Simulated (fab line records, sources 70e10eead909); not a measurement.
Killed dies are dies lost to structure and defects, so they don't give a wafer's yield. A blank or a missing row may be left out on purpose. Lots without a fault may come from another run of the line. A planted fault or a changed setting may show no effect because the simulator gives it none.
Which tool did it? | flow nand_harc | 6 lots, 18 wafers sampled, at 5 steps of a route of 1159

WHAT THE GAUGES READ, wafer by wafer
NHARC_END_SORT_01.
lot  | measured     | on        | killed_at_array
L907 | day 19 10:45 | prober-02 | 14 23 19
L910 | day 20 05:11 | prober-01 | 28 38 32
L917 | day 21 23:14 | prober-01 | 35 38 35
L918 | day 22 07:55 | prober-01 | 46 25 53
L920 | day 22 22:39 | prober-01 | 46 30 39
L924 | day 23 23:20 | prober-01 | 32 79 81

WHICH TOOL RAN EACH LOT (tool, then ch and the chambers of the sampled wafers, then the start)
lot  | NHARC_A_SGD_CUT_ETCH_59            | NHARC_THIN_TSV_PRE_CLEAN_50             | NHARC_THIN_TSV_PVD_19                   | NHARC_THIN_TSV_DESCUM_35
L907 | rie_diel-04 ch 0,3, day 13 17:39   | pvd_sputter-02, day 18 17:35 or earlier | pvd_sputter-02, day 18 17:35 or earlier | rie_diel-07 ch 0,1, day 18 17:35
L910 | rie_diel-07 ch 2,3, day 14 20:40   | pvd_sputter-03, day 19 19:02 or earlier | pvd_sputter-03, day 19 19:02 or earlier | rie_diel-10 ch 1,2, day 19 19:02
L917 | rie_diel-10 ch 0,2, day 16 09:29   | pvd_sputter-01, day 21 12:54 or earlier | pvd_sputter-01, day 21 12:54 or earlier | rie_diel-07 ch 0,2,3, day 21 12:54
L918 | rie_diel-04 ch 0,2,3, day 16 20:59 | pvd_sputter-02, day 21 22:35 or earlier | pvd_sputter-02, day 21 22:35 or earlier | rie_diel-07 ch 0,2,3, day 21 22:35
L920 | rie_diel-10 ch 2,3, day 17 01:47   | pvd_sputter-03, day 22 10:37 or earlier | pvd_sputter-03, day 22 10:37 or earlier | rie_diel-07 ch 0,1,2, day 22 10:37
L924 | rie_diel-04 ch 0,3, day 18 11:59   | pvd_sputter-02, day 23 14:52 or earlier | pvd_sputter-02, day 23 14:52 or earlier | rie_diel-10 ch 0,1,2, day 23 14:52
- NHARC_A_SGD_CUT_ETCH_59: etches the open film in N2/H2, target depth 260 nm, time 406.25 s.
- NHARC_THIN_TSV_PRE_CLEAN_50: time 30 s.
- NHARC_THIN_TSV_PVD_19: deposits TaN, target thk 20 nm.
- NHARC_THIN_TSV_DESCUM_35: chemistry O2, time 3 s.

THE ANSWER, worked out from the rows above alone
Rule: what is usual is taken from the lots themselves. Put in order of their means at a reading, lots are off if they are a third of the lots or fewer, leave a main group of 4 or more, and stand apart from it by a gap of 3 or more times the standard deviation of the main group's means; of several such gaps the widest counts. A main group whose means are all the same, to the digits that the tables above print for the reading, isn't used. A lot without any number at a reading at which 4 lots or more have one is off too. The other lots that the step has rows for count as sound.
No lot is off at any reading shown: from this, nothing can be told.

WHAT THE SIMULATOR HAD PUT IN
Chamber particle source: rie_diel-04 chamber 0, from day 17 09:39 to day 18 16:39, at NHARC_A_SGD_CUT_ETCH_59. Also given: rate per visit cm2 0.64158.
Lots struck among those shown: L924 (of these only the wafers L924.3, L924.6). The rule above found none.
